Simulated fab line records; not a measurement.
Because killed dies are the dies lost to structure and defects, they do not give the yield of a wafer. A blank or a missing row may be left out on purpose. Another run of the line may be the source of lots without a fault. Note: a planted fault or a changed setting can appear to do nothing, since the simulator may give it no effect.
What tool caused it? :: flow n5-finfet :: 72 wafers from 24 lots sampled at 3 of the route's 1938 steps

## WHAT EACH GAUGE READ, for each wafer
N5_BEOL_M8_INSPECT_58: inspects for defects (darkfield). Usual: raw-defect-count at 71, with a standard deviation of 22.
lot: L074
measured: day 9 13:08
on: defect-inspect-02
raw-defect-count: 74 62 47
flag: 

lot: L075
measured: day 9 14:00
on: defect-inspect-01
raw-defect-count: 40 50 85
flag: 

lot: L077
measured: day 9 17:21
on: defect-inspect-02
raw-defect-count: 61 42 63
flag: 

lot: L076
measured: day 9 17:49
on: defect-inspect-02
raw-defect-count: 96 78 47
flag: 

lot: L078
measured: day 10 04:59
on: defect-inspect-02
raw-defect-count: 78 83 106
flag: 

lot: L080
measured: day 10 10:53
on: defect-inspect-01
raw-defect-count: 87 77 80
flag: 

lot: L079
measured: day 10 11:19
on: defect-inspect-01
raw-defect-count: 63 67 63
flag: 

lot: L081
measured: day 10 14:04
on: defect-inspect-01
raw-defect-count: 101 77 70
flag: 

lot: L082
measured: day 10 19:51
on: defect-inspect-01
raw-defect-count: 42 41 57
flag: 

lot: L083
measured: day 11 21:25
on: defect-inspect-02
raw-defect-count: 106 139 107
flag: 

lot: L084
measured: day 12 05:05
on: defect-inspect-02
raw-defect-count: 92 129 103
flag: 

lot: L086
measured: day 12 05:07
on: defect-inspect-02
raw-defect-count: 42 63 91
flag: 

lot: L085
measured: day 12 05:22
on: defect-inspect-02
raw-defect-count: 92 88 88
flag: 

lot: L087
measured: day 12 13:34
on: defect-inspect-02
raw-defect-count: 58 66 113
flag: 

lot: L088
measured: day 13 00:53
on: defect-inspect-02
raw-defect-count: 47 60 61
flag: 

lot: L089
measured: day 13 02:10
on: defect-inspect-01
raw-defect-count: 60 68 57
flag: 

lot: L091
measured: day 13 02:14
on: defect-inspect-02
raw-defect-count: 71 70 93
flag: 

lot: L090
measured: day 13 03:46
on: defect-inspect-01
raw-defect-count: 38 36 42
flag: 

lot: L093
measured: day 13 22:57
on: defect-inspect-01
raw-defect-count: 53 63 65
flag: 

lot: L092
measured: day 14 09:10
on: defect-inspect-01
raw-defect-count: 52 70 57
flag: 

lot: L094
measured: day 14 11:22
on: defect-inspect-02
raw-defect-count: 64 79 97
flag: 

lot: L095
measured: day 15 05:00
on: defect-inspect-02
raw-defect-count: 89 78 44
flag: 

lot: L096
measured: day 15 17:38
on: defect-inspect-01
raw-defect-count: 55 46 75
flag: 

lot: L097
measured: day 15 18:16
on: defect-inspect-01
raw-defect-count: 58 49 100
flag: 

N5_BEOL_M9_CD_MEAS_18: pitch 140 nm, target cd 70 nm. Usual: cd-nm at 70.1 nm, with a standard deviation of 0.54.
lot: L074
measured: day 9 16:28
on: cd-sem-02
cd-nm (nm): 70.3 70.3 70.3
flag: 

lot: L075
measured: day 9 16:30
on: cd-sem-01
cd-nm (nm): 70.5 70.4 70.5
flag: 

lot: L077
measured: day 9 21:33
on: cd-sem-02
cd-nm (nm): 69.2 69.7 69.7
flag: 

lot: L076
measured: day 9 21:49
on: cd-sem-03
cd-nm (nm): 70.5 70.1 71.0
flag: 

lot: L078
measured: day 10 07:18
on: cd-sem-01
cd-nm (nm): 69.3 69.9 70.6
flag: 

lot: L080
measured: day 10 13:13
on: cd-sem-03
cd-nm (nm): 70.2 69.9 69.9
flag: 

lot: L079
measured: day 10 13:38
on: cd-sem-02
cd-nm (nm): 70.6 70.2 70.5
flag: 

lot: L081
measured: day 10 17:11
on: cd-sem-02
cd-nm (nm): 70.2 70.3 70.8
flag: 

lot: L082
measured: day 10 23:23
on: cd-sem-03
cd-nm (nm): 70.2 70.0 70.1
flag: 

lot: L083
measured: day 11 23:32
on: cd-sem-03
cd-nm (nm): 71.3 70.6 70.5
flag: 

lot: L084
measured: day 12 07:07
on: cd-sem-03
cd-nm (nm): 70.7 70.5 70.5
flag: 

lot: L086
measured: day 12 07:17
on: cd-sem-03
cd-nm (nm): 69.1 70.5 69.8
flag: 

lot: L085
measured: day 12 07:32
on: cd-sem-02
cd-nm (nm): 70.7 70.1 70.4
flag: 

lot: L087
measured: day 12 15:39
on: cd-sem-02
cd-nm (nm): 69.8 69.9 69.1
flag: 

lot: L088
measured: day 13 04:11
on: cd-sem-02
cd-nm (nm): 70.1 69.8 69.5
flag: 

lot: L089
measured: day 13 06:01
on: cd-sem-03
cd-nm (nm): 70.0 69.4 68.9
flag: 

lot: L091
measured: day 13 06:28
on: cd-sem-02
cd-nm (nm): 70.7 70.7 70.7
flag: 

lot: L090
measured: day 13 07:10
on: cd-sem-03
cd-nm (nm): 69.0 69.1 70.0
flag: 

lot: L093
measured: day 14 03:00
on: cd-sem-03
cd-nm (nm): 70.2 69.7 70.1
flag: 

lot: L092
measured: day 14 12:07
on: cd-sem-02
cd-nm (nm): 69.8 70.9 70.6
flag: 

lot: L094
measured: day 14 16:08
on: cd-sem-03
cd-nm (nm): 70.1 70.0 70.1
flag: 

lot: L095
measured: day 15 06:51
on: cd-sem-03
cd-nm (nm): 70.1 70.2 70.8
flag: 

lot: L096
measured: day 16 00:27
on: cd-sem-02
cd-nm (nm): 70.1 70.0 68.9
flag: 

lot: L097
measured: day 15 20:35
on: cd-sem-03
cd-nm (nm): 69.3 69.7 69.9
flag: 

## EACH LOT AND THE TOOL THAT RAN IT (in order: tool; ch and the chambers of the sampled wafers; start)
lot: L074
N5_BEOL_M9_STRIP_19: rie-diel-04 ch 0,1,2, day 9 16:24

lot: L075
N5_BEOL_M9_STRIP_19: rie-diel-06 ch 1,2,3, day 9 16:26

lot: L077
N5_BEOL_M9_STRIP_19: rie-diel-06 ch 1,2, day 9 21:29

lot: L076
N5_BEOL_M9_STRIP_19: rie-diel-05 ch 0,1,2, day 9 21:44

lot: L078
N5_BEOL_M9_STRIP_19: rie-diel-04 ch 2,3, day 10 07:14

lot: L080
N5_BEOL_M9_STRIP_19: rie-diel-05 ch 0,2,3, day 10 13:09

lot: L079
N5_BEOL_M9_STRIP_19: rie-diel-05 ch 0,2, day 10 13:34

lot: L081
N5_BEOL_M9_STRIP_19: rie-diel-05 ch 0,1,2, day 10 17:07

lot: L082
N5_BEOL_M9_STRIP_19: rie-diel-06 ch 0,1,3, day 10 23:19

lot: L083
N5_BEOL_M9_STRIP_19: rie-diel-04 ch 0,2,3, day 11 23:28

lot: L084
N5_BEOL_M9_STRIP_19: rie-diel-05 ch 0,2,3, day 12 07:02

lot: L086
N5_BEOL_M9_STRIP_19: rie-diel-04 ch 0,1,2, day 12 07:12

lot: L085
N5_BEOL_M9_STRIP_19: rie-diel-06 ch 1,2,3, day 12 07:28

lot: L087
N5_BEOL_M9_STRIP_19: rie-diel-04 ch 0,1, day 12 15:35

lot: L088
N5_BEOL_M9_STRIP_19: rie-diel-05 ch 0,1,3, day 13 04:07

lot: L089
N5_BEOL_M9_STRIP_19: rie-diel-06 ch 0,1,2, day 13 05:56

lot: L091
N5_BEOL_M9_STRIP_19: rie-diel-06 ch 1,3, day 13 06:24

lot: L090
N5_BEOL_M9_STRIP_19: rie-diel-06 ch 0,1,3, day 13 07:05

lot: L093
N5_BEOL_M9_STRIP_19: rie-diel-04 ch 0,2,3, day 14 02:55

lot: L092
N5_BEOL_M9_STRIP_19: rie-diel-04 ch 1,2,3, day 14 12:02

lot: L094
N5_BEOL_M9_STRIP_19: rie-diel-05 ch 0,1,2, day 14 16:04

lot: L095
N5_BEOL_M9_STRIP_19: rie-diel-04 ch 0,2,3, day 15 06:47

lot: L096
N5_BEOL_M9_STRIP_19: rie-diel-05 ch 0,1,2, day 16 00:23

lot: L097
N5_BEOL_M9_STRIP_19: rie-diel-06 ch 0,1, day 15 20:31
- N5_BEOL_M9_STRIP_19: strips in O2.

## AS READ BY THE TOOLS THEMSELVES (means over the sampled wafers that have a number; for cases with no such wafer, the mark the record gives instead)
N5_BEOL_M9_STRIP_19. Usual: drypump-motor-current-A 5.7 A, standard deviation 0.41; oes-product-au 0.79 a.u., standard deviation 0.091; rf-vpp-V 3.7 V, standard deviation 0.6; showerhead-plenum-p-Torr 2.09 Torr, standard deviation 0.062; temp-c 39.99 C, standard deviation 0.11; throttle-valve-pct 16.73 %, standard deviation 0.26.
lot: L074
tool: rie-diel-04
drypump-motor-current-A (A): 6.0
oes-product-au (a.u.): 0.82
rf-vpp-V (V): 3.3
showerhead-plenum-p-Torr (Torr): 2.08
temp-c (C): 39.92
throttle-valve-pct (%): 16.75
flag: 

lot: L075
tool: rie-diel-06
drypump-motor-current-A (A): 5.7
oes-product-au (a.u.): 0.72
rf-vpp-V (V): 4.0
showerhead-plenum-p-Torr (Torr): 2.12
temp-c (C): 40.05
throttle-valve-pct (%): 16.76
flag: 

lot: L077
tool: rie-diel-06
drypump-motor-current-A (A): 5.9
oes-product-au (a.u.): 0.72
rf-vpp-V (V): 3.5
showerhead-plenum-p-Torr (Torr): 2.11
temp-c (C): 39.95
throttle-valve-pct (%): 16.85
flag: 

lot: L076
tool: rie-diel-05
drypump-motor-current-A (A): 5.5
oes-product-au (a.u.): 0.76
rf-vpp-V (V): 3.5
showerhead-plenum-p-Torr (Torr): 2.09
temp-c (C): 39.98
throttle-valve-pct (%): 16.82
flag: 

lot: L078
tool: rie-diel-04
drypump-motor-current-A (A): 6.0
oes-product-au (a.u.): 0.89
rf-vpp-V (V): 4.1
showerhead-plenum-p-Torr (Torr): 2.06
temp-c (C): 39.96
throttle-valve-pct (%): 16.83
flag: 

lot: L080
tool: rie-diel-05
drypump-motor-current-A (A): 5.6
oes-product-au (a.u.): 0.78
rf-vpp-V (V): 4.1
showerhead-plenum-p-Torr (Torr): 2.10
temp-c (C): 39.97
throttle-valve-pct (%): 16.70
flag: 

lot: L079
tool: rie-diel-05
drypump-motor-current-A (A): 5.7
oes-product-au (a.u.): 0.76
rf-vpp-V (V): 3.4
showerhead-plenum-p-Torr (Torr): 2.14
temp-c (C): 39.86
throttle-valve-pct (%): 16.92
flag: 

lot: L081
tool: rie-diel-05
drypump-motor-current-A (A): 5.5
oes-product-au (a.u.): 0.75
rf-vpp-V (V): 3.6
showerhead-plenum-p-Torr (Torr): 2.09
temp-c (C): 39.96
throttle-valve-pct (%): 16.85
flag: 

lot: L082
tool: rie-diel-06
drypump-motor-current-A (A): 5.6
oes-product-au (a.u.): 0.81
rf-vpp-V (V): 4.1
showerhead-plenum-p-Torr (Torr): 2.11
temp-c (C): 39.95
throttle-valve-pct (%): 16.55
flag: 

lot: L083
tool: rie-diel-04
drypump-motor-current-A (A): 5.8
oes-product-au (a.u.): 0.82
rf-vpp-V (V): 3.8
showerhead-plenum-p-Torr (Torr): 2.06
temp-c (C): 40.08
throttle-valve-pct (%): 16.85
flag: 

lot: L084
tool: rie-diel-05
drypump-motor-current-A (A): 5.6
oes-product-au (a.u.): 0.78
rf-vpp-V (V): 3.3
showerhead-plenum-p-Torr (Torr): 2.10
temp-c (C): 39.96
throttle-valve-pct (%): 16.72
flag: 

lot: L086
tool: rie-diel-04
drypump-motor-current-A (A): 6.0
oes-product-au (a.u.): 0.89
rf-vpp-V (V): 3.7
showerhead-plenum-p-Torr (Torr): 2.07
temp-c (C): 40.09
throttle-valve-pct (%): 16.64
flag: 

lot: L085
tool: rie-diel-06
drypump-motor-current-A (A): 5.7
oes-product-au (a.u.): 0.71
rf-vpp-V (V): 3.3
showerhead-plenum-p-Torr (Torr): 2.11
temp-c (C): 40.07
throttle-valve-pct (%): 16.79
flag: 

lot: L087
tool: rie-diel-04
drypump-motor-current-A (A): 5.8
oes-product-au (a.u.): 0.90
rf-vpp-V (V): 4.1
showerhead-plenum-p-Torr (Torr): 2.11
temp-c (C): 40.07
throttle-valve-pct (%): 16.48
flag: 

lot: L088
tool: rie-diel-05
drypump-motor-current-A (A): 5.7
oes-product-au (a.u.): 0.73
rf-vpp-V (V): 3.3
showerhead-plenum-p-Torr (Torr): 2.05
temp-c (C): 40.00
throttle-valve-pct (%): 16.85
flag: 

lot: L089
tool: rie-diel-06
drypump-motor-current-A (A): 5.8
oes-product-au (a.u.): 0.78
rf-vpp-V (V): 3.6
showerhead-plenum-p-Torr (Torr): 2.10
temp-c (C): 40.02
throttle-valve-pct (%): 16.68
flag: 

lot: L091
tool: rie-diel-06
drypump-motor-current-A (A): 5.6
oes-product-au (a.u.): 0.71
rf-vpp-V (V): 3.8
showerhead-plenum-p-Torr (Torr): 2.06
temp-c (C): 39.89
throttle-valve-pct (%): 16.85
flag: 

lot: L090
tool: rie-diel-06
drypump-motor-current-A (A): 5.6
oes-product-au (a.u.): 0.79
rf-vpp-V (V): 3.8
showerhead-plenum-p-Torr (Torr): 2.11
temp-c (C): 39.86
throttle-valve-pct (%): 16.59
flag: 

lot: L093
tool: rie-diel-04
drypump-motor-current-A (A): 5.8
oes-product-au (a.u.): 0.80
rf-vpp-V (V): 3.5
showerhead-plenum-p-Torr (Torr): 2.05
temp-c (C): 39.98
throttle-valve-pct (%): 16.86
flag: 

lot: L092
tool: rie-diel-04
drypump-motor-current-A (A): 5.8
oes-product-au (a.u.): 0.86
rf-vpp-V (V): 3.5
showerhead-plenum-p-Torr (Torr): 2.09
temp-c (C): 39.86
throttle-valve-pct (%): 16.72
flag: 

lot: L094
tool: rie-diel-05
drypump-motor-current-A (A): 5.5
oes-product-au (a.u.): 0.73
rf-vpp-V (V): 3.5
showerhead-plenum-p-Torr (Torr): 2.08
temp-c (C): 40.09
throttle-valve-pct (%): 16.90
flag: 

lot: L095
tool: rie-diel-04
drypump-motor-current-A (A): 5.7
oes-product-au (a.u.): 0.79
rf-vpp-V (V): 4.1
showerhead-plenum-p-Torr (Torr): 2.05
temp-c (C): 40.07
throttle-valve-pct (%): 16.89
flag: 

lot: L096
tool: rie-diel-05
drypump-motor-current-A (A): 5.5
oes-product-au (a.u.): 0.72
rf-vpp-V (V): 3.1
showerhead-plenum-p-Torr (Torr): 2.08
temp-c (C): 39.87
throttle-valve-pct (%): 16.91
flag: 

lot: L097
tool: rie-diel-06
drypump-motor-current-A (A): 5.7
oes-product-au (a.u.): 0.82
rf-vpp-V (V): 3.5
showerhead-plenum-p-Torr (Torr): 2.09
temp-c (C): 39.92
throttle-valve-pct (%): 16.52
flag: 

## THE ANSWER, worked out from the rows above alone
Rule: take the mean of a lot's wafers that have a number; if it is more than 3 standard deviations from the usual mean, the lot is off. Also off: a lot with no number at a reading for which 4 or more lots have one. All remaining lots with rows at the step are treated as sound. The gauges are gone through in route order, then the tools' own readings, and for those a lot's mean is taken as printed above. At the first step where some lot is off, the reading lying furthest off is the one used; lots without a number count as furthest.
No lot is off on any of the readings shown, so nothing can be concluded from this.

## WHAT THE SIMULATOR HAD PUT IN
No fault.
